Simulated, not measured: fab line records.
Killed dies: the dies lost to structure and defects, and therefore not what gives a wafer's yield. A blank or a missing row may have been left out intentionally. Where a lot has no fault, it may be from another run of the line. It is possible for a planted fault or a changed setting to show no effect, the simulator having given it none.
fab line records || flow n5Finfet
record {"lots": 4, "wafers": 12, "lastDay": 15}
route steps=1938 shown MOL_CONTACT_COAG@545 PASSIVATION@1936
lots untouched by any fault: they come from a run of this same line in which no faults occurred
startH: start of the lot's first displayed wafer, in hours after the record's first day || waitH: hours elapsed since this lot's preceding step || " as in the row above || L1.1+2: a single row standing in for several wafers || - no value, or no start was given || * or withheld: withheld || < > ~ a bound
route shown NAME@n: NAME is a module with steps in the file, n the number in the route of the first one || usual: mean/standard deviation taken from wafers without a fault || same: alike in all rows || chamber/n: place in a boat || sites: readings site by site || _std_site: how widely they spread, as a standard deviation || _edge_site: inner sites' mean taken away from outer sites' mean || radiusMm: how far each site lies from the wafer's centre || mask NAME#n: copy n || behind: the tool/chamber that last shaped the wafer || hold: why the lot went on hold/how many hours it stayed there/how the hold came to an end || device: names the non-switching transistor (n, p or np) || end of line: the route-end tests of the same wafers || where a step has no rows: the recipe by itself || killed: not the wafer's yield, but the dies lost to structure and defects at the first sort || map: the dies of a wafer, with x for killed, . for not killed, _ for no die there
set.NAME: setting as actually run; set.NAME@STEP: the setting as run at that earlier step || model.NAME: the simulator's own value behind a step, which no gauge read
lots seen at some steps along the route; tables by step, rows by wafer
services: a tool's chamber out of use, with start hour (startH, from the record's first day; less than 0 if before it), hours out, and reason
## steps
# step N5_MOL_CONTACT_COAG_SIL_ANNEAL_21
# recipe {"tempC": 550, "timeS": 60, "ambient": "N2"}
# step N5_MOL_CONTACT_COAG_PRE_CLEAN_141
# recipe {"gas": "H2/He", "timeS": 60, "tempC": 300}
# step N5_MOL_CONTACT_COAG_SPUTTER_143
# recipe {"material": "Co", "targetThkA": 25, "tempC": 25, "chamberPressurePa": 0.2}
# step N5_MOL_CONTACT_COAG_CO_FILL_22
# recipe {"material": "Co", "targetThkA": 200, "tempC": 200, "precursor": "CCTBA/H2", "pressureTorr": 30}
# step N5_MOL_CONTACT_COAG_ANNEAL_113
# recipe {"tempC": 400, "timeS": 300, "ambient": "H2/N2"}
# step N5_MOL_CONTACT_COAG_PRE_CLEAN_142
# recipe {"gas": "H2/He", "timeS": 60, "tempC": 300}
# step N5_MOL_CONTACT_COAG_SPUTTER_130
# recipe {"material": "Co", "targetThkA": 475, "tempC": 25, "chamberPressurePa": 0.5, "powerW": 3000}
# step N5_MOL_CONTACT_COAG_PRECLEAN_125
# recipe {"chemistry": "DIW", "timeS": 57.5, "tempC": 23}
# step N5_MOL_CONTACT_COAG_SRD_126
# recipe {"dryTimeS": 32, "dry": "n2Spin", "spinRpm": 1500}
# step N5_MOL_CONTACT_COAG_CMP_23
# recipe {"stopOn": "SiO2", "tOverpolishS": 1.5, "postCmpClean": "cuAlkaline", "downForcePsi": 2, "platenRpm": 50.289, "padVelocityMS": 1.0006, "targetThkNm": 0}
# step N5_MOL_CONTACT_COAG_WET_ETCH_26
# recipe {"target": "Co", "targetDepthNm": 13}
{"lot.wafer": "L492.4+5+6", "tool": "wetBench-01", "chamber": "0,5,6", "startH": 101.46, "waitH": 0.0}
{"lot.wafer": "L503.1+3+5", "tool": "wetBench-05", "chamber": "6,0,4", "startH": 168.99, "waitH": 0.0}
{"lot.wafer": "L504.3+5+6", "tool": "wetBench-06", "chamber": "2,7,3", "startH": 171.05, "waitH": 0.0}
{"lot.wafer": "L508.1+5+6", "tool": "wetBench-05", "chamber": "0,4,5", "startH": 188.00, "waitH": 0.0}
# step N5_MOL_CONTACT_COAG_WET_ETCH_116
# recipe {"chemistry": "SC1-inhibited", "targetDepthNm": 4.6, "dry": "ipaMarangoni", "rinseTimeS": 30, "rinseTempC": 23}
# step N5_MOL_CONTACT_COAG_ALD_27
# recipe {"material": "SiOC", "targetThkA": 170, "tempC": 400, "aldPrecursorFamily": "carbosiloxane", "aldCoReactant": "H2-plasma", "pulseTimeS": 1.5, "timeS": 2720, "purgeTimeS": 2, "coReactantPurgeTimeS": 2, "aldCycles": 340, "pressureTorr": 2}
# step N5_MOL_CONTACT_COAG_CMP_28
# recipe {"stopOn": "SiNx", "tOverpolishS": 0.85, "postCmpClean": "alkalineBrush", "downForcePsi": 4.15, "platenRpm": 51.8, "padVelocityMS": 1.0307, "targetThkNm": 14.522}
# step N5_MOL_CONTACT_COAG_ALD_123
# recipe {"material": "SiNx", "targetThkA": 50, "tempC": 400, "aldPrecursorFamily": "SiH2I2", "aldCoReactant": "N2/H2-plasma", "pulseTimeS": 1, "purgeTimeS": 2, "coReactantPurgeTimeS": 2, "aldCycles": 100, "pressureTorr": 2}
# step N5_MOL_CONTACT_COAG_PECVD_31
# recipe {"material": "SiO2", "targetThkA": 460, "tempC": 400, "precursor": "TEOS/O2", "pressureTorr": 6.5, "rfW": "withheld", "teosFlowSccm": "withheld", "gas": "O2", "flowSccm": 2650, "timeS": 8.9}
# step N5_MOL_CONTACT_COAG_COAT_75
# recipe {"resist": "SOC", "tempC": 250, "timeS": 60, "spinRpm": 1500, "resistThkNm": 60}
# step N5_MOL_CONTACT_COAG_COAT_76
# recipe {"resist": "SiARC", "tempC": 220, "timeS": 60, "spinRpm": 1500, "resistThkNm": 10}
# step N5_MOL_CONTACT_COAG_COAT_77
# recipe {"resist": "underlayer", "tempC": 205, "timeS": 60, "spinRpm": 1500, "resistThkNm": 10}
# step N5_MOL_CONTACT_COAG_COAT_78
# recipe {"resist": "CAR-EUV", "spinRpm": 1500, "resistThkNm": 40}
# step N5_MOL_CONTACT_COAG_EBR_80
# recipe {"solvent": "PGMEA", "ebrWidthMm": 1.5}
# step N5_MOL_CONTACT_COAG_SOFTBAKE_79
# recipe {"tempC": 110, "timeS": 60, "resist": "CAR-EUV"}
# step N5_MOL_CONTACT_COAG_EXPOSE_81
# recipe {"maskId": "VG", "na": 0.33, "sourceShape": "annular", "sigmaInner": 0.3, "sigmaOuter": 0.7, "polarization": "unpolarized", "defocusNm": 0, "doseMj": 59.5}
# step N5_MOL_CONTACT_COAG_PEB_82
# recipe {"pebTempC": 100, "pebTimeS": 60, "resist": "CAR-EUV"}
# step N5_MOL_CONTACT_COAG_DEVELOP_83
# recipe {"developTimeS": 30, "developer": "TMAH", "resist": "CAR-EUV", "rinseLiquid": "surfactantRinse", "dry": "airSpin", "devTempC": 23}
# step N5_MOL_CONTACT_COAG_DESCUM_88
# recipe {"chemistry": "O2", "timeS": 7, "sourcePowerW": 50, "biasPowerW": 20, "pressureMtorr": 20, "rfFrequencyHz": 2.712e+07, "tempC": 40, "resist": "CAR-EUV", "o2FlowSccm": 225}
# step N5_MOL_CONTACT_COAG_ETCH_89
# recipe {"chemistry": "N2/H2", "target": "underlayer", "targetDepthA": 130, "maskMaterial": "CAR-EUV", "timeS": 10.4, "ionEnergyEv": 200, "pressureMtorr": 30, "sourceW": 840, "biasW": 150, "n2FlowSccm": 200, "h2FlowSccm": 200, "ends": "cleared"}
# step N5_MOL_CONTACT_COAG_ETCH_90
# recipe {"chemistry": "CF4", "target": "SiARC", "targetDepthA": 130, "maskMaterial": "CAR-EUV", "timeS": 21.7, "ionEnergyEv": 80, "pressureMtorr": 40, "sourceW": 545, "biasW": 36, "Ar_flow_sccm": 100, "cf4FlowSccm": 100, "ends": "cleared"}
# step N5_MOL_CONTACT_COAG_ALD_131
# recipe {"material": "SiO2", "targetThkA": 50, "tempC": 100, "aldPrecursorFamily": "BDEAS", "aldCoReactant": "O2-plasma", "pulseTimeS": 1, "coReactantPulseTimeS": 1, "purgeTimeS": 2, "coReactantPurgeTimeS": 2, "aldCycles": 35, "pressureTorr": 2}
# step N5_MOL_CONTACT_COAG_ETCHBACK_132
# recipe {"chemistry": "CHF3", "target": "SiO2", "targetDepthA": 100, "timeS": 6.7, "ionEnergyEv": 200, "pressureMtorr": 30, "sourceW": 610, "biasW": 170, "Ar_flow_sccm": 200, "CHF3_flow_sccm": 50}
# step N5_MOL_CONTACT_COAG_ETCH_91
# recipe {"chemistry": "N2/H2", "target": "SOC", "targetDepthA": 600, "overetchA": 210, "maskMaterial": "SiARC", "tempC": 40, "timeS": 101.2, "ionEnergyEv": 200, "pressureMtorr": 30, "sourceW": 840, "biasW": 150, "n2FlowSccm": 200, "h2FlowSccm": 200}
# step N5_MOL_CONTACT_COAG_STRIP_92
# recipe {"chemistry": "N2/H2", "tempC": 40, "n2FlowSccm": 200, "h2FlowSccm": 200, "rfFrequencyHz": 6e+07}
# step N5_MOL_CONTACT_COAG_STRIP_93
# recipe {"chemistry": "N2/H2", "tempC": 40, "n2FlowSccm": 200, "h2FlowSccm": 200, "rfFrequencyHz": 6e+07}
# step N5_MOL_CONTACT_COAG_ETCHBACK_135
# recipe {"chemistry": "CHF3", "target": "SiO2", "targetDepthA": 250, "timeS": 16.7, "ionEnergyEv": 200, "pressureMtorr": 30, "sourceW": 610, "biasW": 170, "Ar_flow_sccm": 200, "CHF3_flow_sccm": 50}
# step N5_MOL_CONTACT_COAG_STRIP_118
# recipe {"chemistry": "CHF3", "resist": "SiARC", "rfFrequencyHz": 6e+07}
# step N5_MOL_CONTACT_COAG_VIA_ETCH_46
# recipe {"chemistry": "C4F6/O2", "targetDepthA": 460, "overetchA": 92, "maskMaterial": "SOC", "target": "SiO2", "biasW": 455, "pressureMtorr": 10, "timeS": 40, "sourceW": 325, "Ar_flow_sccm": 300, "C4F6_flow_sccm": 10, "O2_flow_sccm": 10, "ionEnergyEv": 575.3, "ends": "endPoint"}
# step N5_PASSIVATION_PROBE_49
# usual {"defectLimitedYield": "91.7/1.5", "killed_at_M0_to_M3": "32/9.6", "killed_at_M4_up": "13/5.3", "killedAtContacts": "12/6.8", "killedAtFrontEnd": "36/9.8", "killedAtOther": "4/3.1", "killedDies": "98/17", "killedOnRim": "13/4", "killedOpen": "65/13", "killedShort": "32/8.5", "sort_bin_5_function": "4.9/0.93", "sort_bin_6_memory": "3.2/0.67", "sortNPass": "1082/17", "sortYieldPct": "91.7/1.4"}
# same {"grossDies": 1180, "killedAtBackSide": 0, "sort_bin_4_leakage[%]": 0, "sort_bin_8_speed[%]": 0}
{"lot.wafer": "L492.4", "tool": "prober-01", "chamber": "-", "startH": 272.27, "waitH": 0.2, "defectLimitedYield[%]": 93.8, "killed_at_M0_to_M3": 32, "killed_at_M4_up": 7, "killedAtContacts": 6, "killedAtFrontEnd": 26, "killedAtOther": 2, "killedDies": 73, "killedOnRim": 6, "killedOpen": 47, "killedShort": 22, "sort_bin_5_function[%]": 3.7, "sort_bin_6_memory[%]": 2.2, "sortNPass": 1107, "sortYieldPct[%]": 93.8}
{"lot.wafer": "L492.5", "tool": "prober-01", "chamber": "-", "startH": 272.32, "waitH": 0.2, "defectLimitedYield[%]": 93.1, "killed_at_M0_to_M3": 29, "killed_at_M4_up": 4, "killedAtContacts": 12, "killedAtFrontEnd": 34, "killedAtOther": 2, "killedDies": 81, "killedOnRim": 10, "killedOpen": 46, "killedShort": 34, "sort_bin_5_function[%]": 4.7, "sort_bin_6_memory[%]": 1.7, "sortNPass": 1099, "sortYieldPct[%]": 93.1}
{"lot.wafer": "L492.6", "tool": "prober-01", "chamber": "-", "startH": 272.37, "waitH": 0.3, "defectLimitedYield[%]": 91.9, "killed_at_M0_to_M3": 38, "killed_at_M4_up": 11, "killedAtContacts": 4, "killedAtFrontEnd": 39, "killedAtOther": 4, "killedDies": 96, "killedOnRim": 7, "killedOpen": 65, "killedShort": 28, "sort_bin_5_function[%]": 5.1, "sort_bin_6_memory[%]": 2.9, "sortNPass": 1084, "sortYieldPct[%]": 91.9}
{"lot.wafer": "L503.1", "tool": "prober-02", "chamber": "-", "startH": 329.85, "waitH": 0.0, "defectLimitedYield[%]": 0, "killed_at_M0_to_M3": 44, "killed_at_M4_up": 17, "killedAtContacts": 1094, "killedAtFrontEnd": 23, "killedAtOther": 2, "killedDies": 1180, "killedOnRim": 152, "killedOpen": 62, "killedShort": 31, "sort_bin_5_function[%]": 97.0, "sort_bin_6_memory[%]": 2.5, "sortNPass": 0, "sortYieldPct[%]": 0}
{"lot.wafer": "L503.3", "tool": "prober-02", "chamber": "-", "startH": 329.95, "waitH": 0.1, "defectLimitedYield[%]": 0, "killed_at_M0_to_M3": 42, "killed_at_M4_up": 9, "killedAtContacts": 1101, "killedAtFrontEnd": 28, "killedAtOther": 0, "killedDies": 1180, "killedOnRim": 152, "killedOpen": 63, "killedShort": 31, "sort_bin_5_function[%]": 96.8, "sort_bin_6_memory[%]": 3.1, "sortNPass": 0, "sortYieldPct[%]": 0}
{"lot.wafer": "L503.5", "tool": "prober-02", "chamber": "-", "startH": 330.05, "waitH": 0.2, "defectLimitedYield[%]": 0, "killed_at_M0_to_M3": 50, "killed_at_M4_up": 11, "killedAtContacts": 1082, "killedAtFrontEnd": 36, "killedAtOther": 1, "killedDies": 1180, "killedOnRim": 152, "killedOpen": 84, "killedShort": 26, "sort_bin_5_function[%]": 95.3, "sort_bin_6_memory[%]": 4.4, "sortNPass": 0, "sortYieldPct[%]": 0}
{"lot.wafer": "L504.3", "tool": "prober-02", "chamber": "-", "startH": 361.40, "waitH": 1.3, "defectLimitedYield[%]": 0, "killed_at_M0_to_M3": 35, "killed_at_M4_up": 13, "killedAtContacts": 1100, "killedAtFrontEnd": 23, "killedAtOther": 9, "killedDies": 1180, "killedOnRim": 152, "killedOpen": 63, "killedShort": 30, "sort_bin_5_function[%]": 96.9, "sort_bin_6_memory[%]": 2.8, "sortNPass": 0, "sortYieldPct[%]": 0}
{"lot.wafer": "L504.5", "tool": "prober-02", "chamber": "-", "startH": 361.50, "waitH": 1.4, "defectLimitedYield[%]": 0, "killed_at_M0_to_M3": 22, "killed_at_M4_up": 7, "killedAtContacts": 1106, "killedAtFrontEnd": 43, "killedAtOther": 2, "killedDies": 1180, "killedOnRim": 152, "killedOpen": 59, "killedShort": 24, "sort_bin_5_function[%]": 97.1, "sort_bin_6_memory[%]": 2.5, "sortNPass": 0, "sortYieldPct[%]": 0}
{"lot.wafer": "L504.6", "tool": "prober-02", "chamber": "-", "startH": 361.55, "waitH": 1.5, "defectLimitedYield[%]": 0, "killed_at_M0_to_M3": 14, "killed_at_M4_up": 4, "killedAtContacts": 1136, "killedAtFrontEnd": 25, "killedAtOther": 1, "killedDies": 1180, "killedOnRim": 152, "killedOpen": 37, "killedShort": 18, "sort_bin_5_function[%]": 98.4, "sort_bin_6_memory[%]": 1.4, "sortNPass": 0, "sortYieldPct[%]": 0}
# killed by level:class
L492.4 BEOL_M0_SAQP:geometricParticle:short=9 STI_FIN_REVEAL:geometricParticle:open=8 BEOL_M0_SAQP:geometricParticle:open=7 MOL_CONTACT_COAG:geometricParticle:open=6 FIN_SAQP:geometricParticle:open=5 BEOL_M3:geometricParticle:open=5 BEOL_M1:geometricParticle:open=4 BEOL_M2:geometricParticle:open=4
L492.5 BEOL_M0_SAQP:geometricParticle:short=9 BEOL_M0_SAQP:geometricParticle:open=9 MOL_CONTACT_COAG:geometricParticle:open=8 FIN_SAQP:geometricParticle:short=7 GATE_CUT:geometricParticle:short=5 BEOL_M3:geometricParticle:open=5 DUMMY_GATE:geometricParticle:open=4 MOL_CONTACT_COAG:geometricParticle:short=4
L492.6 STI_FIN_REVEAL:geometricParticle:open=11 BEOL_M0_SAQP:geometricParticle:open=10 BEOL_M1:geometricParticle:open=9 FIN_SAQP:geometricParticle:short=7 BEOL_M2:geometricParticle:open=5 MOL_CONTACT_COAG:geometricParticle:open=4 BEOL_M0_SAQP:geometricParticle:short=4 BEOL_M3:geometricParticle:short=4
L503.1 MOL_CONTACT_COAG:areaEtch=1087 BEOL_M0_SAQP:geometricParticle:short=16 BEOL_M0_SAQP:geometricParticle:open=9 BEOL_M3:geometricParticle:open=9 BEOL_M4:geometricParticle:open=7 STI_FIN_REVEAL:geometricParticle:open=6 MOL_CONTACT_COAG:geometricParticle:open=6 FIN_SAQP:geometricParticle:open=5
L503.3 MOL_CONTACT_COAG:areaEtch=1086 MOL_CONTACT_COAG:geometricParticle:open=14 BEOL_M0_SAQP:geometricParticle:short=12 BEOL_M0_SAQP:geometricParticle:open=9 STI_FIN_REVEAL:geometricParticle:open=8 BEOL_M4:geometricParticle:open=8 BEOL_M3:geometricParticle:open=7 BEOL_M1:geometricParticle:open=6
L503.5 MOL_CONTACT_COAG:areaEtch=1070 STI_FIN_REVEAL:geometricParticle:open=14 BEOL_M3:geometricParticle:open=12 MOL_CONTACT_COAG:geometricParticle:open=11 BEOL_M0_SAQP:geometricParticle:short=10 BEOL_M0:geometricParticle:open=9 FIN_SAQP:geometricParticle:open=7 BEOL_M0_SAQP:geometricParticle:open=7
L504.3 MOL_CONTACT_COAG:areaEtch=1086 MOL_CONTACT_COAG:geometricParticle:open=12 BEOL_M2:geometricParticle:open=11 BEOL_M1:geometricParticle:open=6 BEOL_M4:geometricParticle:open=5 STI_FIN_REVEAL:geometricParticle:open=4 BEOL_M0_SAQP:geometricParticle:open=4 BEOL_M2:geometricParticle:short=4
L504.5 MOL_CONTACT_COAG:areaEtch=1096 STI_FIN_REVEAL:geometricParticle:open=17 BEOL_M1:geometricParticle:open=7 MOL_CONTACT_COAG:geometricParticle:open=6 BEOL_M2:geometricParticle:open=6 FIN_SAQP:geometricParticle:short=4 MOL_CONTACT_COAG:geometricParticle:short=4 STARTING-WAFER:geometricParticle:open=4
L504.6 MOL_CONTACT_COAG:areaEtch=1125 STI_FIN_REVEAL:geometricParticle:open=8 MOL_CONTACT_COAG:geometricParticle:open=6 FIN_SAQP:geometricParticle:short=5 FIN_SAQP:geometricParticle:open=5 MOL_CONTACT_COAG:geometricParticle:short=5 BEOL_M0:geometricParticle:open=4 BEOL_M2:geometricParticle:open=3
# map L503.1 (x killed, . not)
_________________xxxxxxxxxxxx________________
______________xxxxxxxxxxxxxxxxxx_____________
___________xxxxxxxxxxxxxxxxxxxxxxxx__________
__________xxxxxxxxxxxxxxxxxxxxxxxxxx_________
________xxxxxxxxxxxxxxxxxxxxxxxxxxxxxx_______
_______xxxxxxxxxxxxxxxxxxxxxxxxxxxxxxxx______
______xxxxxxxxxxxxxxxxxxxxxxxxxxxxxxxxxx_____
_____xxxxxxxxxxxxxxxxxxxxxxxxxxxxxxxxxxxx____
____xxxxxxxxxxxxxxxxxxxxxxxxxxxxxxxxxxxxxx___
___xxxxxxxxxxxxxxxxxxxxxxxxxxxxxxxxxxxxxxxx__
___xxxxxxxxxxxxxxxxxxxxxxxxxxxxxxxxxxxxxxxx__
__xxxxxxxxxxxxxxxxxxxxxxxxxxxxxxxxxxxxxxxxxx_
__xxxxxxxxxxxxxxxxxxxxxxxxxxxxxxxxxxxxxxxxxx_
_xxxxxxxxxxxxxxxxxxxxxxxxxxxxxxxxxxxxxxxxxxxx
_xxxxxxxxxxxxxxxxxxxxxxxxxxxxxxxxxxxxxxxxxxxx
_xxxxxxxxxxxxxxxxxxxxxxxxxxxxxxxxxxxxxxxxxxxx
_xxxxxxxxxxxxxxxxxxxxxxxxxxxxxxxxxxxxxxxxxxxx
_xxxxxxxxxxxxxxxxxxxxxxxxxxxxxxxxxxxxxxxxxxxx
_xxxxxxxxxxxxxxxxxxxxxxxxxxxxxxxxxxxxxxxxxxxx
_xxxxxxxxxxxxxxxxxxxxxxxxxxxxxxxxxxxxxxxxxxxx
_xxxxxxxxxxxxxxxxxxxxxxxxxxxxxxxxxxxxxxxxxxxx
__xxxxxxxxxxxxxxxxxxxxxxxxxxxxxxxxxxxxxxxxxx_
__xxxxxxxxxxxxxxxxxxxxxxxxxxxxxxxxxxxxxxxxxx_
___xxxxxxxxxxxxxxxxxxxxxxxxxxxxxxxxxxxxxxxx__
___xxxxxxxxxxxxxxxxxxxxxxxxxxxxxxxxxxxxxxxx__
____xxxxxxxxxxxxxxxxxxxxxxxxxxxxxxxxxxxxxx___
_____xxxxxxxxxxxxxxxxxxxxxxxxxxxxxxxxxxxx____
______xxxxxxxxxxxxxxxxxxxxxxxxxxxxxxxxxx_____
_______xxxxxxxxxxxxxxxxxxxxxxxxxxxxxxxx______
________xxxxxxxxxxxxxxxxxxxxxxxxxxxxxx_______
__________xxxxxxxxxxxxxxxxxxxxxxxxxx_________
___________xxxxxxxxxxxxxxxxxxxxxxxx__________
______________xxxxxxxxxxxxxxxxxx_____________
_________________xxxxxxxxxxxx________________
# map L504.3 (x killed, . not)
_________________xxxxxxxxxxxx________________
______________xxxxxxxxxxxxxxxxxx_____________
___________xxxxxxxxxxxxxxxxxxxxxxxx__________
__________xxxxxxxxxxxxxxxxxxxxxxxxxx_________
________xxxxxxxxxxxxxxxxxxxxxxxxxxxxxx_______
_______xxxxxxxxxxxxxxxxxxxxxxxxxxxxxxxx______
______xxxxxxxxxxxxxxxxxxxxxxxxxxxxxxxxxx_____
_____xxxxxxxxxxxxxxxxxxxxxxxxxxxxxxxxxxxx____
____xxxxxxxxxxxxxxxxxxxxxxxxxxxxxxxxxxxxxx___
___xxxxxxxxxxxxxxxxxxxxxxxxxxxxxxxxxxxxxxxx__
___xxxxxxxxxxxxxxxxxxxxxxxxxxxxxxxxxxxxxxxx__
__xxxxxxxxxxxxxxxxxxxxxxxxxxxxxxxxxxxxxxxxxx_
__xxxxxxxxxxxxxxxxxxxxxxxxxxxxxxxxxxxxxxxxxx_
_xxxxxxxxxxxxxxxxxxxxxxxxxxxxxxxxxxxxxxxxxxxx
_xxxxxxxxxxxxxxxxxxxxxxxxxxxxxxxxxxxxxxxxxxxx
_xxxxxxxxxxxxxxxxxxxxxxxxxxxxxxxxxxxxxxxxxxxx
_xxxxxxxxxxxxxxxxxxxxxxxxxxxxxxxxxxxxxxxxxxxx
_xxxxxxxxxxxxxxxxxxxxxxxxxxxxxxxxxxxxxxxxxxxx
_xxxxxxxxxxxxxxxxxxxxxxxxxxxxxxxxxxxxxxxxxxxx
_xxxxxxxxxxxxxxxxxxxxxxxxxxxxxxxxxxxxxxxxxxxx
_xxxxxxxxxxxxxxxxxxxxxxxxxxxxxxxxxxxxxxxxxxxx
__xxxxxxxxxxxxxxxxxxxxxxxxxxxxxxxxxxxxxxxxxx_
__xxxxxxxxxxxxxxxxxxxxxxxxxxxxxxxxxxxxxxxxxx_
___xxxxxxxxxxxxxxxxxxxxxxxxxxxxxxxxxxxxxxxx__
___xxxxxxxxxxxxxxxxxxxxxxxxxxxxxxxxxxxxxxxx__
____xxxxxxxxxxxxxxxxxxxxxxxxxxxxxxxxxxxxxx___
_____xxxxxxxxxxxxxxxxxxxxxxxxxxxxxxxxxxxx____
______xxxxxxxxxxxxxxxxxxxxxxxxxxxxxxxxxx_____
_______xxxxxxxxxxxxxxxxxxxxxxxxxxxxxxxx______
________xxxxxxxxxxxxxxxxxxxxxxxxxxxxxx_______
__________xxxxxxxxxxxxxxxxxxxxxxxxxx_________
___________xxxxxxxxxxxxxxxxxxxxxxxx__________
______________xxxxxxxxxxxxxxxxxx_____________
_________________xxxxxxxxxxxx________________
## services
{"tool": "wetBench-01", "chamber": "-", "startH": 95.55, "hours": 1.5, "kind": "repair"}
## key
firstSign {"step": "N5_PASSIVATION_PROBE_49", "reading": "killedAtContacts", "direction": "up", "sigmas": "99+", "usual": 12, "struck": 1103}
effect {"step": "N5_PASSIVATION_PROBE_49", "reading": "sort_bin_5_function", "direction": "up", "sigmas": 99, "usual": 4.9, "struck": 96.9}
moreKillsBornAt {"N5_MOL_CONTACT_COAG_WET_ETCH_26@wetBench-06": 3307, "N5_MOL_CONTACT_COAG_WET_ETCH_26@wetBench-05": 3243}
metAt N5_MOL_CONTACT_COAG_WET_ETCH_26
struckWafers L503.1,L503.3,L503.5,L504.3,L504.5,L504.6
laterRowsLeftOut L503.1,L503.3,L503.5,L504.3,L504.5,L504.6
fault {"kind": "skippedStepWhole", "tool": "wetBench-05,wetBench-06", "chamber": "-", "onsetH": 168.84, "steps": "N5_MOL_CONTACT_COAG_WET_ETCH_26", "scope": "struckLotsOnly"}
# laterRowsLeftOut: the simulator's readings of these wafers behind a module that went badly wrong aren't trusted and aren't shown, but for the sort
